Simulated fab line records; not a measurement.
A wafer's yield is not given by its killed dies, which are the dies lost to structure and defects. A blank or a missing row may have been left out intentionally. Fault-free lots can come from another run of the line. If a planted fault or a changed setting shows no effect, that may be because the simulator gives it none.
fab line records    flow n5Finfet
record: lots: 8  wafers: 24  lastDay: 18
route steps=1938 shown BEOL_M1@769 BEOL_M4@1111 PASSIVATION@1936
lots that met no fault: taken from a fault-free run of the same line
startH: hours from the record's first day to the start of the lot's first wafer shown    waitH: hours from the lot's prior step to this one    " the same as in the row above    L1.1+2: several wafers, shown together as one row    - either no value or no given start    * or withheld: withheld    < > ~ a bound
route shown NAME@n: a module of which the file shows steps, and the number in the route of the first    usual: mean/standard deviation taken from wafers without a fault    same: alike in all rows    chamber/n: place in a boat    sites: readings site by site    _std_site: the values' standard deviation    _edge_site: outer sites' mean less inner sites'    radiusMm: how far each site lies from the wafer's centre    mask NAME#n: copy n    behind: the tool/chamber that last shaped the wafer    hold: the reason the lot was held/the length of the hold in hours/how it ended    device: which transistor (n, p or np) failed to switch    end of line: the tests these same wafers got at the end of their route    for a step that has no rows: nothing shown but its recipe    killed: at the first sort, the dies lost to defects and structure; wafer yield is something else    map: a wafer's dies, marking killed ones x, the rest . and places with no die _
set.NAME: the setting as run; set.NAME@STEP: as run at that earlier step    model.NAME: the simulator's own value behind a step, which no gauge read
steps of the route over a sample of lots; a table a step, a row a wafer
services: when a tool's chamber went out of use (startH, in hours from the record's first day, below 0 if earlier), for how many hours, and the reason
== steps ==
step: N5_BEOL_M1_ETCH_63
recipe: chemistry: CF4  target: SiARC  targetDepthA: 156  maskMaterial: CAR-EUV  timeS: 26  ionEnergyEv: 80  pressureMtorr: 40  sourceW: 545  biasW: 36  Ar_flow_sccm: 100  cf4FlowSccm: 100  ends: cleared
usual: drypumpMotorCurrentA: 5.7/0.4  etchRfOnTimeS: 26.2/0.66  oesProductAu: 0.64/0.051  rfVppV: 184.2/1.1  showerheadPlenumPTorr: 2.16/0.065  throttleValvePct: 15.67/0.19
lot.wafer  tool        chamber  startH  waitH  drypumpMotorCurrentA  etchRfOnTimeS  oesProductAu  rfHoursCounterH  rfVppV  showerheadPlenumPTorr  throttleValvePct
L812.4     rieDiel-03  2        125.44  0.0    5.8                   26.3           0.61          233              183.6   2.11                   15.82
L812.5     "           1        "       "      5.6                   27.4           0.60          -                183.2   2.14                   15.79
L812.6     "           0        "       "      5.3                   27.5           0.66          -                185.1   2.25                   15.59
L814.2     rieDiel-03  1        143.46  0.0    5.5                   27.1           0.60          221              183.4   2.13                   15.79
L814.3     "           2        "       "      5.8                   26.0           0.60          237              181.8   2.11                   15.82
L814.6     "           0        "       "      5.3                   26.6           0.68          -                185.9   2.24                   15.60
L815.1     rieDiel-02  0        144.59  0.0    6.6                   26.5           0.60          206              182.0   2.03                   15.71
L815.2     "           3        "       "      5.6                   25.6           0.61          213              184.4   2.21                   15.57
L815.4     "           1        "       "      6.0                   25.9           0.66          131              184.9   2.15                   15.23
L816.1     rieDiel-02  2        153.76  0.0    5.1                   26.8           0.63          143              184.6   2.23                   15.90
L816.2     "           1        "       "      6.0                   25.2           0.67          134              185.3   2.15                   15.25
L816.4     "           0        "       "      6.6                   26.1           0.60          209              182.0   2.03                   15.71
L818.2     rieDiel-02  3        166.82  0.0    5.7                   25.6           0.60          219              186.1   2.21                   15.58
L818.4     "           1        "       "      6.0                   25.7           0.66          138              185.2   2.15                   15.26
L818.5     "           2        "       "      5.1                   27.0           0.63          -                185.6   2.23                   15.91
L821.3     rieDiel-03  1        188.15  0.0    5.5                   27.2           0.59          234              183.8   2.13                   15.81
L821.4     "           1        "       "      5.5                   27.1           0.59          -                183.1   2.13                   15.82
L821.5     "           0        "       "      5.3                   26.8           0.66          -                184.4   2.24                   15.63
L822.4     rieDiel-06  1        193.93  0.0    5.8                   26.8           0.61          229              184.8   2.20                   15.91
L822.5     "           2        "       "      6.1                   25.6           0.65          -                185.6   2.23                   15.82
L822.6     "           1        "       "      5.7                   27.1           0.60          -                184.9   2.20                   15.89
L834.1     rieDiel-02  2        257.71  0.0    5.1                   26.7           0.62          177              185.0   2.22                   15.97
L834.3     "           3        "       "      5.6                   25.7           0.60          249              184.1   2.20                   15.64
L834.6     "           0        "       "      6.6                   26.4           0.58          -                183.0   2.02                   15.77
step: N5_BEOL_M1_STRIP_66
recipe: chemistry: CF4  resist: SiARC  powerW: 300  biasPowerW: 75  pressureMtorr: 50  cf4FlowSccm: 150  rfFrequencyHz: 6e+07
usual: drypumpMotorCurrentA: 5.7/0.4  oesProductAu: 0.74/0.06  rfVppV: 271.5/1.3  showerheadPlenumPTorr: 1.81/0.055  throttleValvePct: 13.66/0.19
lot.wafer  tool        chamber  startH  waitH  drypumpMotorCurrentA  oesProductAu  rfHoursCounterH  rfVppV  showerheadPlenumPTorr  throttleValvePct
L812.4     rieDiel-03  2        125.59  0.0    5.8                   0.70          234              270.5   1.77                   13.85
L812.5     "           1        "       "      5.5                   0.71          -                270.3   1.79                   13.77
L812.6     "           0        "       "      5.3                   0.80          -                271.9   1.88                   13.57
L814.2     rieDiel-03  1        143.61  0.0    5.5                   0.71          221              271.8   1.78                   13.77
L814.3     "           2        "       "      5.8                   0.70          237              269.3   1.77                   13.86
L814.6     "           0        "       "      5.3                   0.79          -                272.9   1.88                   13.57
L815.1     rieDiel-02  0        144.75  0.0    6.6                   0.70          207              270.2   1.70                   13.69
L815.2     "           3        "       "      5.6                   0.71          213              272.4   1.86                   13.60
L815.4     "           1        "       "      6.0                   0.76          131              272.0   1.81                   13.26
L816.1     rieDiel-02  2        153.92  0.0    5.1                   0.76          143              273.6   1.87                   13.85
L816.2     "           1        "       "      6.0                   0.76          134              272.5   1.81                   13.29
L816.4     "           0        "       "      6.6                   0.70          209              267.5   1.70                   13.70
L818.2     rieDiel-02  3        166.97  0.0    5.6                   0.70          219              271.0   1.85                   13.61
L818.4     "           1        "       "      6.0                   0.76          138              270.9   1.81                   13.28
L818.5     "           2        "       "      5.1                   0.74          -                273.7   1.87                   13.87
L821.3     rieDiel-03  1        188.30  0.0    5.5                   0.69          234              270.5   1.78                   13.82
L821.4     "           1        "       "      5.5                   0.70          -                269.5   1.78                   13.79
L821.5     "           0        "       "      5.3                   0.77          -                271.8   1.88                   13.62
L822.4     rieDiel-06  0        194.09  0.0    5.4                   0.85          -                273.2   1.82                   13.39
L822.5     "           2        "       "      6.1                   0.74          -                272.7   1.88                   13.77
L822.6     "           3        "       "      5.7                   0.70          -                272.9   1.84                   13.83
L834.1     rieDiel-02  2        257.87  0.0    5.1                   0.72          177              273.0   1.86                   13.93
L834.3     "           3        "       "      5.6                   0.68          249              272.8   1.85                   13.68
L834.6     "           0        "       "      6.6                   0.68          -                268.0   1.69                   13.78
step: N5_BEOL_M1_HM_OPEN_17
recipe: chemistry: Cl2/BCl3  targetDepthA: 200  overetchA: 60  target: TiN  maskMaterial: SOC  ionEnergyEv: 150  pressureMtorr: 10  icpW: 1000  biasW: 126  Cl2_flow_sccm: 53.25  bcl3FlowSccm: 21.75  Ar_flow_sccm: 25
usual: drypumpMotorCurrentA: 5.96/0.22  oesProductAu: 0.64/0.085  throttleValvePct: 22.06/0.13
lot.wafer  tool         chamber  startH  waitH  drypumpMotorCurrentA  oesProductAu  rfHoursCounterH  throttleValvePct
L812.4     rieMetal-03  0        125.66  0.1    6.04                  0.51          -                22.15
L812.5     "            0        "       "      6.01                  0.51          -                22.12
L812.6     "            1        "       "      5.75                  0.76          -                21.83
L814.2     rieMetal-02  0        143.65  0.0    5.68                  0.71          25               22.18
L814.3     "            0        "       "      5.69                  0.71          -                22.20
L814.6     "            1        "       "      6.13                  0.65          -                21.93
L815.1     rieMetal-03  0        144.79  0.0    5.99                  0.50          137              22.16
L815.2     "            1        "       "      5.73                  0.76          13               21.81
L815.4     "            1        "       "      5.73                  0.76          -                21.80
L816.1     rieMetal-01  1        153.96  0.0    6.22                  0.60          80               22.13
L816.2     "            0        "       "      5.86                  0.55          118              22.12
L816.4     "            1        "       "      6.19                  0.60          -                22.11
L818.2     rieMetal-02  0        167.01  0.0    5.66                  0.70          27               22.20
L818.4     "            1        "       "      6.16                  0.66          -                21.95
L818.5     "            0        "       "      5.66                  0.71          -                22.20
L821.3     rieMetal-03  1        188.40  0.1    5.74                  0.73          -                21.86
L821.4     "            1        "       "      5.73                  0.72          -                21.84
L821.5     "            1        "       "      5.76                  0.73          -                21.82
L822.4     rieMetal-01  0        194.36  0.3    5.80                  0.54          -                22.11
L822.5     "            1        "       "      6.26                  0.60          -                22.12
L822.6     "            0        "       "      5.84                  0.54          -                22.13
L834.1     rieMetal-01  1        257.91  0.0    6.21                  0.58          91               22.15
L834.3     "            1        "       "      6.22                  0.58          -                22.16
L834.6     "            1        "       "      6.19                  0.58          -                22.14
step: N5_BEOL_M1_INSPECT_30
recipe: mode: adi  inspectInstrument: brightfield
usual: rawDefectCount: 428/110
lot.wafer  tool              chamber  startH  waitH  rawDefectCount
L812.4     defectInspect-02  -        126.22  0.0    223
L812.5     "                 -        "       "      334
L812.6     "                 -        "       "      344
L814.2     defectInspect-02  -        144.47  0.0    388
L814.3     "                 -        "       "      611
L814.6     "                 -        "       "      427
L815.1     defectInspect-01  -        145.38  0.1    587
L815.2     "                 -        "       "      656
L815.4     "                 -        "       "      449
L816.1     defectInspect-02  -        154.67  0.1    251
L816.2     "                 -        "       "      317
L816.4     "                 -        "       "      349
L818.2     defectInspect-02  -        167.69  0.0    358
L818.4     "                 -        "       "      471
L818.5     "                 -        "       "      311
L821.3     defectInspect-01  -        189.03  0.0    782
L821.4     "                 -        "       "      482
L821.5     "                 -        "       "      570
L822.4     defectInspect-01  -        194.93  0.0    430
L822.5     "                 -        "       "      389
L822.6     "                 -        "       "      513
L834.1     defectInspect-02  -        258.73  0.1    1113
L834.3     "                 -        "       "      313
L834.6     "                 -        "       "      362
step: N5_BEOL_M1_DESCUM_33
recipe: chemistry: O2  timeS: 7  sourcePowerW: 50  biasPowerW: 20  pressureMtorr: 20  rfFrequencyHz: 2.712e+07  tempC: 40  resist: CAR-EUV  o2FlowSccm: 225
usual: drypumpMotorCurrentA: 5.7/0.38  o2FlowSccm: 225.1/0.62  oesProductAu: 0.76/0.068  rfVppV: 243.6/1.2  showerheadPlenumPTorr: 2.12/0.069  throttleValvePct: 20.49/0.22
lot.wafer  tool        chamber  startH  waitH  drypumpMotorCurrentA  o2FlowSccm  oesProductAu  rfHoursCounterH  rfVppV  showerheadPlenumPTorr  throttleValvePct
L812.4     rieDiel-03  2        126.26  0.0    5.8                   225.7       0.71          234              242.2   2.08                   20.71
L812.5     "           1        "       "      5.5                   224.9       0.71          -                243.4   2.05                   20.29
L812.6     "           0        "       "      5.3                   224.8       0.80          -                244.8   2.21                   20.45
L814.2     rieDiel-03  0        144.50  0.0    5.3                   225.0       0.80          128              243.9   2.21                   20.46
L814.3     "           3        "       "      5.6                   225.0       0.75          179              243.4   2.07                   20.44
L814.6     "           3        "       "      5.5                   226.7       0.75          -                241.6   2.07                   20.44
L815.1     rieDiel-06  1        145.41  0.0    5.8                   224.2       0.74          216              243.7   2.16                   20.70
L815.2     "           0        "       "      5.4                   225.5       0.89          44               243.5   2.14                   20.38
L815.4     "           3        "       "      5.7                   225.7       0.72          215              244.0   2.16                   20.59
L816.1     rieDiel-02  2        155.03  0.4    5.1                   223.8       0.76          143              244.1   2.19                   20.73
L816.2     "           1        "       "      6.0                   224.4       0.78          134              242.2   2.09                   19.92
L816.4     "           3        "       "      5.6                   224.7       0.72          216              242.9   2.17                   20.43
L818.2     rieDiel-02  2        167.72  0.0    5.1                   224.1       0.75          147              244.3   2.19                   20.73
L818.4     "           3        "       "      5.6                   224.6       0.71          219              244.5   2.16                   20.41
L818.5     "           2        "       "      5.1                   225.7       0.76          -                245.7   2.19                   20.73
L821.3     rieDiel-06  3        189.06  0.0    5.7                   225.3       0.71          226              245.2   2.15                   20.61
L821.4     "           2        "       "      6.1                   225.5       0.76          146              244.6   2.20                   20.71
L821.5     "           1        "       "      5.8                   225.7       0.70          -                244.4   2.16                   20.74
L822.4     rieDiel-02  2        195.05  0.1    5.1                   224.4       0.75          155              245.3   2.19                   20.73
L822.5     "           3        "       "      5.5                   225.4       0.71          -                244.2   2.16                   20.43
L822.6     "           2        "       "      5.1                   224.0       0.75          -                244.1   2.19                   20.74
L834.1     rieDiel-03  0        258.84  0.1    5.3                   224.5       0.77          172              244.0   2.19                   20.51
L834.3     "           3        "       "      5.5                   224.8       0.72          224              243.6   2.06                   20.52
L834.6     "           1        "       "      5.5                   224.7       0.97          -                242.6   2.03                   19.99
step: N5_BEOL_M4_RC_MEAS_101
usual: DIBL_N: 36.1/1.7  DIBL_P: 35.9/2.1  IOFF_N: 0.154/0.029  IOFF_P: 0.21/0.035  ION_N: 673/10  ION_P: 463/7.5  SS_N: 71.6/0.59  SS_P: 73.2/0.69  VT_N: 250.5/2.9  VT_P: -250/3.2
lot.wafer  tool       chamber  startH  waitH  DIBL_N[mV/V]  DIBL_P[mV/V]  IOFF_N[nA/um]  IOFF_P[nA/um]  ION_N[uA/um]  ION_P[uA/um]  SS_N[mV/dec]  SS_P[mV/dec]  VT_N[mV]  VT_P[mV]
L812.4     prober-02  0        178.60  0.5    38.7          39.4          0.182          0.26           668           458           72.7          73.5          252.3     -247
L812.5     "          0        "       "      37.7          37.9          0.165          0.24           662           454           72.7          73.6          253.9     -247
L812.6     "          0        "       "      36.0          37.8          0.146          0.23           661           462           71.7          73.2          252.5     -249
L814.2     prober-01  0        196.40  0.2    35.0          35.2          0.160          0.23           683           467           70.9          73.1          246.9     -249
L814.3     "          0        "       "      36.1          37.3          0.185          0.26           693           474           71.6          73.2          248.3     -245
L814.6     "          0        "       "      37.3          37.2          0.194          0.26           682           469           71.8          73.5          245.2     -247
L815.1     prober-01  0        199.89  0.0    36.0          36.4          0.148          0.21           673           468           71.7          73.7          253.1     -250
L815.2     "          0        "       "      36.3          36.3          0.160          0.22           675           465           70.9          73.5          252.2     -247
L815.4     "          0        "       "      38.3          39.3          0.189          0.27           690           474           71.7          74.4          247.2     -246
L816.1     prober-02  0        206.97  0.0    34.4          34.3          0.115          0.14           653           443           70.9          71.9          253.0     -259
L816.2     "          0        "       "      39.7          39.3          0.204          0.20           664           447           72.2          73.8          248.9     -254
L816.4     "          0        "       "      37.1          37.0          0.149          0.18           666           453           72.0          73.4          252.5     -256
L818.2     prober-01  0        207.37  0.2    36.4          37.0          0.176          0.25           679           468           71.1          73.8          247.4     -247
L818.4     "          0        "       "      33.6          34.0          0.135          0.20           673           466           70.8          72.3          251.4     -248
L818.5     "          0        "       "      34.9          35.1          0.156          0.22           679           468           71.6          73.7          251.6     -248
L821.3     prober-01  0        250.37  0.3    35.9          35.1          0.149          0.18           667           454           72.2          73.1          250.0     -253
L821.4     "          0        "       "      36.2          35.7          0.153          0.19           683           465           71.1          72.3          248.9     -251
L821.5     "          0        "       "      38.0          38.0          0.192          0.23           683           467           71.8          73.2          244.7     -249
L822.4     prober-02  0        252.78  0.5    35.3          35.5          0.162          0.23           678           464           71.4          74.0          251.4     -245
L822.5     "          0        "       "      35.3          35.3          0.161          0.23           677           464           70.8          73.5          250.4     -248
L822.6     "          0        "       "      32.9          32.6          0.119          0.19           666           459           70.7          71.7          253.0     -247
L834.1     prober-01  0        321.65  0.0    36.1          37.7          0.164          0.21           686           467           72.1          73.4          250.2     -251
L834.3     "          0        "       "      35.4          35.9          0.149          0.18           672           458           71.8          72.7          250.4     -250
L834.6     "          0        "       "      36.3          37.1          0.156          0.19           677           461           71.9          72.5          249.8     -250
step: N5_PASSIVATION_PROBE_49
usual: defectLimitedYield: 91.3/1.4  killed_at_M0_to_M3: 34/9.2  killed_at_M4_up: 13/5.3  killedAtContacts: 12/6  killedAtFrontEnd: 39/12  killedAtOther: 4/3.3  killedDies: 102/17  killedOnRim: 13/3.9  killedOpen: 67/12  killedShort: 34/7.4  sort_bin_5_function: 5.1/1  sort_bin_6_memory: 3.2/0.6  sortNPass: 1078/17  sortYieldPct: 91.3/1.4
same: grossDies: 1180  killedAtBackSide: 0  sort_bin_4_leakage[%]: 0  sort_bin_8_speed[%]: 0
lot.wafer  tool       chamber  startH  waitH  defectLimitedYield[%]  killed_at_M0_to_M3  killed_at_M4_up  killedAtContacts  killedAtFrontEnd  killedAtOther  killedDies  killedOnRim  killedOpen  killedShort  sort_bin_5_function[%]  sort_bin_6_memory[%]  sortNPass  sortYieldPct[%]
L812.4     prober-02  -        280.35  0.2    93.4                   27                  5                9                 31                6              78          13           44          34           3.5                     2.6                   1102       93.4
L812.5     prober-02  -        280.40  0.2    90.8                   46                  16               14                30                3              109         13           71          38           5.7                     3.2                   1071       90.8
L812.6     prober-02  -        280.45  0.3    93.2                   33                  10               20                13                4              80          9            60          20           4.0                     2.7                   1100       93.2
L814.2     prober-02  -        291.35  0.1    90.3                   54                  10               10                36                5              115         10           70          42           6.5                     3.0                   1065       90.3
L814.3     prober-02  -        291.40  0.1    90.8                   43                  14               18                27                7              109         15           68          39           4.5                     4.4                   1071       90.8
L814.6     prober-02  -        291.55  0.3    93.1                   28                  12               12                21                8              81          8            54          24           4.1                     2.5                   1099       93.1
L834.1     prober-01  -        443.16  0.0    79.7                   170                 7                8                 47                7              239         13           71          35           12.0                    5.5                   941        79.7
L834.3     prober-01  -        443.26  0.1    91.7                   38                  8                6                 38                8              98          15           59          39           5.1                     3.0                   1082       91.7
L834.6     prober-01  -        443.41  0.3    93.9                   19                  12               13                27                1              72          6            45          26           3.0                     2.9                   1108       93.9
killed by level:class
L812.4 FIN_SAQP:geometricParticle:short=11 MOL_CONTACT_COAG:geometricParticle:open=6 BEOL_M2:geometricParticle:open=6 BEOL_M1:geometricParticle:open=5 BEOL_M3:geometricParticle:open=5 STARTING-WAFER:geometricParticle:short=5 BEOL_M0_SAQP:geometricParticle:open=4 STI_FIN_REVEAL:geometricParticle:open=3
L812.5 MOL_CONTACT_COAG:geometricParticle:open=10 BEOL_M0_SAQP:geometricParticle:open=10 BEOL_M0_SAQP:geometricParticle:short=9 BEOL_M4:geometricParticle:open=9 FIN_SAQP:geometricParticle:open=7 STI_FIN_REVEAL:geometricParticle:open=7 BEOL_M1:geometricParticle:open=7 BEOL_M2:geometricParticle:open=5
L812.6 MOL_CONTACT_COAG:geometricParticle:open=20 BEOL_M2:geometricParticle:open=9 BEOL_M1:geometricParticle:open=6 BEOL_M4:geometricParticle:open=5 FIN_SAQP:geometricParticle:open=4 BEOL_M2:geometricParticle:short=4 BEOL_M3:geometricParticle:open=4 BEOL_M3:geometricParticle:short=4
L814.2 BEOL_M0_SAQP:geometricParticle:open=24 BEOL_M0_SAQP:geometricParticle:short=20 MOL_CONTACT_COAG:geometricParticle:open=8 FIN_SAQP:geometricParticle:short=6 STI_FIN_REVEAL:geometricParticle:open=6 FIN_SAQP:geometricParticle:open=5 BEOL_M3:geometricParticle:open=4 ILD0:geometricParticle:short=3
L814.3 BEOL_M0_SAQP:geometricParticle:short=16 MOL_CONTACT_COAG:geometricParticle:open=14 BEOL_M0_SAQP:geometricParticle:open=11 BEOL_M4:geometricParticle:open=7 BEOL_M2:geometricParticle:open=6 BEOL_M1:geometricParticle:open=5 FIN_SAQP:geometricParticle:short=4 STI_FIN_REVEAL:geometricParticle:open=3
L814.6 MOL_CONTACT_COAG:geometricParticle:open=11 BEOL_M0_SAQP:geometricParticle:short=7 STI_FIN_REVEAL:geometricParticle:open=6 BEOL_M0_SAQP:geometricParticle:open=6 BEOL_M2:geometricParticle:open=6 BEOL_M5:geometricParticle:open=4 DUMMY_GATE:geometricParticle:open=3 BEOL_M1:geometricParticle:open=3
L834.1 BEOL_M1:unspecified=133 FIN_SAQP:geometricParticle:open=16 STI_FIN_REVEAL:geometricParticle:open=12 BEOL_M3:geometricParticle:open=10 BEOL_M0_SAQP:geometricParticle:short=9 MOL_CONTACT_COAG:geometricParticle:open=8 BEOL_M0_SAQP:geometricParticle:open=6 FIN_SAQP:geometricParticle:short=4
L834.3 BEOL_M0_SAQP:geometricParticle:short=10 FIN_SAQP:geometricParticle:short=9 FIN_SAQP:geometricParticle:open=8 BEOL_M0_SAQP:geometricParticle:open=7 BEOL_M3:geometricParticle:open=7 STI_FIN_REVEAL:geometricParticle:open=5 MOL_CONTACT_COAG:geometricParticle:open=5 BEOL_M1:geometricParticle:open=5
L834.6 MOL_CONTACT_COAG:geometricParticle:open=10 FIN_SAQP:geometricParticle:short=8 FIN_SAQP:geometricParticle:open=7 BEOL_M5:geometricParticle:open=4 STI_FIN_REVEAL:geometricParticle:open=3 MOL_CONTACT_COAG:geometricParticle:short=3 BEOL_M0:geometricParticle:open=3 BEOL_M1:geometricParticle:short=3
== services ==
tool         chamber  startH  hours  kind
rieMetal-01  -        104.61  0.1    repair
rieDiel-06   3        122.88  4.4    repair
rieMetal-03  0        148.73  3.7    repair
rieMetal-03  0        177.03  -      clean
rieMetal-03  0        177.03  19.0   scheduledDown
rieMetal-03  0        177.03  19.0   ventCycle
rieDiel-03   2        185.59  -      clean
rieDiel-03   2        185.59  -      consumableReplace:esc
rieDiel-03   2        185.59  -      consumableReplace:focusRing
rieDiel-03   2        185.59  32.6   scheduledDown
rieDiel-03   2        185.59  32.6   ventCycle
rieMetal-01  -        195.37  0.8    repair
rieDiel-06   2        205.55  5.7    repair
rieDiel-03   1        223.29  -      clean
rieDiel-03   1        223.29  -      consumableReplace:focusRing
rieDiel-03   1        223.29  20.4   scheduledDown
rieDiel-03   1        223.29  20.4   ventCycle
rieMetal-01  0        239.22  -      clean
rieMetal-01  0        239.22  23.9   scheduledDown
rieMetal-01  0        239.22  23.9   ventCycle
rieDiel-06   3        250.46  -      clean
rieDiel-06   3        250.46  -      consumableReplace:focusRing
rieDiel-06   3        250.46  18.2   scheduledDown
rieDiel-06   3        250.46  18.2   ventCycle
== key ==
firstSign: step: N5_BEOL_M1_INSPECT_30  reading: rawDefectCount  direction: up  sigmas: 6.3  usual: 428  struck: 1113
effect: step: N5_PASSIVATION_PROBE_49  reading: killed_at_M0_to_M3  direction: up  sigmas: 15  usual: 34  struck: 170
moreKillsBornAt: N5_BEOL_M1_ETCH_63@rieDiel-02: 133
metAt N5_BEOL_M1_ETCH_63
struckLots L834
struckWafers L834.1
notActingAt N5_BEOL_M1_STRIP_66,N5_BEOL_M1_HM_OPEN_17,N5_BEOL_M1_DESCUM_33
onsetBetween 166.82 257.71
fault: kind: chamberParticleSource  tool: rieDiel-02  chamber: 2  onsetH: 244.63  steps: N5_BEOL_M1_ETCH_63  ratePerVisitCm2: 1.2634  endH: 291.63
